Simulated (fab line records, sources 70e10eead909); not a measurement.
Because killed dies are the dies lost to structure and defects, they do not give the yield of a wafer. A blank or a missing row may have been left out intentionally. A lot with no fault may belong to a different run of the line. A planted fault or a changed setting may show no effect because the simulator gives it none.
Comparing a struck lot with a sound one + flow nand harc + 39 out of 1302 route steps
Sound: the wafers L348.1, L348.4, L348.5. Struck: wafers L364.2, L364.3, L364.4. The cause comes at the end.
Per side, at each step with rows, come the tool, then ch with its chambers, and then its first start. Under that, the readings that differ: sound wafers + struck wafers + difference of the means + sigmas: that difference in standard deviations of wafers without a fault.
alike: a reading whose means differ by less than 2 such deviations, as well as words and numbers matching on both sides. not compared: withheld readings; readings where some wafer has no value; bounds like >300 that might hide an equal value; numbers whose values overlap and for which the record gives no deviation.
Wherever a step has rows on one side only, a row that says differs or no value, or a row with sigmas, the two part there. Non-overlapping numbers with no deviation appear without sigmas and do not part them. A reading that every wafer of one side lacks parts them only if that side has two wafers or more.

NHARC_A_CHANNEL_HOLE_D1_INSPECT_40:
  sound on defect inspect-02 at day 12 03:34; struck on defect inspect-01 at day 18 16:22
  alike: raw defect count
then, 10 steps without rows for these wafers: NHARC_A_CHANNEL_FILL_D1_PRECLEAN_00 (cleans in SC1); NHARC_A_CHANNEL_FILL_D1_SRD_01; NHARC_A_CHANNEL_FILL_D1_ALD_02 (deposits SiO2, target thk 6 nm, pulse time 10 s, ald cycles 60); NHARC_A_CHANNEL_FILL_D1_ALD_03 (deposits SiNx, target thk 6 nm, pulse time 60 s, ald cycles 58); NHARC_A_CHANNEL_FILL_D1_ALD_14 (deposits SiO2, target thk 2.5 nm, pulse time 10 s, ald cycles 25); NHARC_A_CHANNEL_FILL_D1_ALD_15 (deposits SiNx, target thk 2 nm, pulse time 60 s, ald cycles 19); NHARC_A_CHANNEL_FILL_D1_ALD_16 (deposits SiO2, target thk 1.5 nm, pulse time 10 s, ald cycles 15); NHARC_A_CHANNEL_FILL_D1_ANNEAL_17 (time 1800 s); NHARC_A_CHANNEL_FILL_D1_CVD_18 (deposits poly-Si, target thk 3 nm); NHARC_A_CHANNEL_FILL_D1_ETCHBACK_19 (etches the open film in HBr/Cl2, target depth 5 nm, time 1.7 s).
NHARC_A_CHANNEL_FILL_D1_ETCHBACK_20: etches the open film in C4F8/O2/Ar, target depth 27 nm, time 13.5 s.
  sound on rie diel-09 ch 0,1,3, day 13 05:02; struck on rie diel-09 ch 0,1,3, day 19 19:04
  alike: oes product au, rf fwd power W, rf vpp V
  not compared: rf hours counter h
NHARC_A_CHANNEL_FILL_D1_STRIP_28: strips in O2, time 20 s.
  sound on rie diel-09 ch 0,2,3, day 13 05:08; struck on rie diel-09 ch 0,1,3, day 19 19:40
  alike: drypump motor current A, oes product au, rf vpp V, showerhead plenum p Torr, throttle valve pct
  not compared: rf hours counter h
then, 4 steps without rows for these wafers: NHARC_A_CHANNEL_FILL_D1_PRECLEAN_21 (cleans in dHF, time 30 s); NHARC_A_CHANNEL_FILL_D1_SRD_23; NHARC_A_CHANNEL_FILL_D1_CVD_05 (deposits poly-Si, target thk 5 nm); NHARC_A_CHANNEL_FILL_D1_ANNEAL_22 (time 7200 s).
NHARC_A_CHANNEL_FILL_D1_ALD_25: deposits SiOx, target thk 60 nm, pulse time 10 s, ald cycles 600.
  sound on ald hk-04 ch 1,3, day 13 17:38; struck on ald hk-01 ch 0,2,3, day 20 07:04
| reading            | sound       | struck      | difference | sigmas |
|--------------------|-------------|-------------|------------|--------|
| heater power w (W) | 437 454 455 | 472 520 499 | +48        | +2     |
  alike: precursor pulse height rel
then, 7 steps without rows for these wafers: NHARC_A_CHANNEL_FILL_D1_ETCHBACK_08 (etches the open film in C4F8, target depth 220 nm, time 110 s); NHARC_A_CHANNEL_FILL_D1_STRIP_29 (strips in O2, time 20 s); NHARC_A_CHANNEL_FILL_D1_PRECLEAN_30 (cleans in dHF, time 30 s); NHARC_A_CHANNEL_FILL_D1_SRD_31; NHARC_A_CHANNEL_FILL_D1_CVD_09 (deposits poly-Si, target thk 150 nm, time 3000 s); NHARC_A_CHANNEL_FILL_D1_CMP_10 (polishes, target thk 150 nm); NHARC_A_CHANNEL_FILL_D1_SRD_12.
NHARC_A_DECK1_JOINT_ETCHBACK_07: etches the open film in HBr, target depth 105 nm, time 26.9 s.
  sound on rie si-05 ch 0,1, day 14 04:48; struck on rie si-05 ch 0,1,3, day 20 18:49
  alike: drypump motor current A, oes product au, rf fwd power W, throttle valve pct
  not compared: rf hours counter h
then, 8 steps without rows for these wafers: NHARC_A_DECK1_JOINT_ETCH_25 (etches SiO2 in dHF, target depth 0.5 nm); NHARC_A_DECK1_JOINT_ETCH_19 (etches poly-Si in TMAH, target depth 3 nm); NHARC_A_DECK1_JOINT_ETCH_18 (etches SiO2 in dHF, target depth 3 nm); NHARC_A_DECK1_JOINT_WET_08 (chemistry H3PO4, time 86 s); NHARC_A_DECK1_JOINT_ETCH_09 (etches SiO2 in dHF, target depth 5 nm); NHARC_A_DECK1_JOINT_WET_10 (chemistry H3PO4, time 86 s); NHARC_A_DECK1_JOINT_ETCH_11 (etches SiO2 in dHF, target depth 35 nm); NHARC_A_DECK1_JOINT_CVD_12 (deposits poly-Si, target thk 90 nm, time 1800 s).
NHARC_A_DECK1_JOINT_CMP_13: polishes, target thk 51.023 nm.
  sound on cmp-03 ch 0,3, day 14 14:57; struck on cmp-03 ch 0,2,3, day 21 05:08
  alike: motor current A, time to endpoint s
  not compared: pad life wafers
NHARC_A_DECK1_JOINT_THK_MEAS_14: measures by ellipsometry.
  sound on film metro-01 at day 14 15:11; struck on film metro-01 at day 21 05:22
| reading     | sound          | struck         | difference | sigmas |
|-------------|----------------|----------------|------------|--------|
| thk nm (nm) | 51.5 51.3 53.4 | 49.1 50.1 49.1 | -2.6       | -2     |
following that, these wafers have no rows for 1 step: NHARC_A_DECK1_JOINT_SRD_04.
NHARC_A_DECK1_JOINT_ETCHBACK_00: etches the open film in HBr, target depth 30 nm, time 17.4 s.
  sound on rie si-03 ch 0,1, day 14 15:19; struck on rie si-03 ch 0,1,2, day 21 05:35
  alike: drypump motor current A, oes product au, rf fwd power W, throttle valve pct
  not compared: rf hours counter h
-- the record jumps here: 13 days lie between the struck wafers' starts before and after (it left off in module A_DECK1_JOINT and takes up again in module END, whose first step shown is number 1302 of the route) --
NHARC_END_SORT_01:
  the record has rows for the struck wafers here (prober-01 ch 0, day 34 02:53) and none for the sound ones

== WHERE THEY PART ==
At NHARC_A_CHANNEL_FILL_D1_ALD_25 first; at NHARC_END_SORT_01 last (within this record only).

WHY: whatever the simulator had introduced
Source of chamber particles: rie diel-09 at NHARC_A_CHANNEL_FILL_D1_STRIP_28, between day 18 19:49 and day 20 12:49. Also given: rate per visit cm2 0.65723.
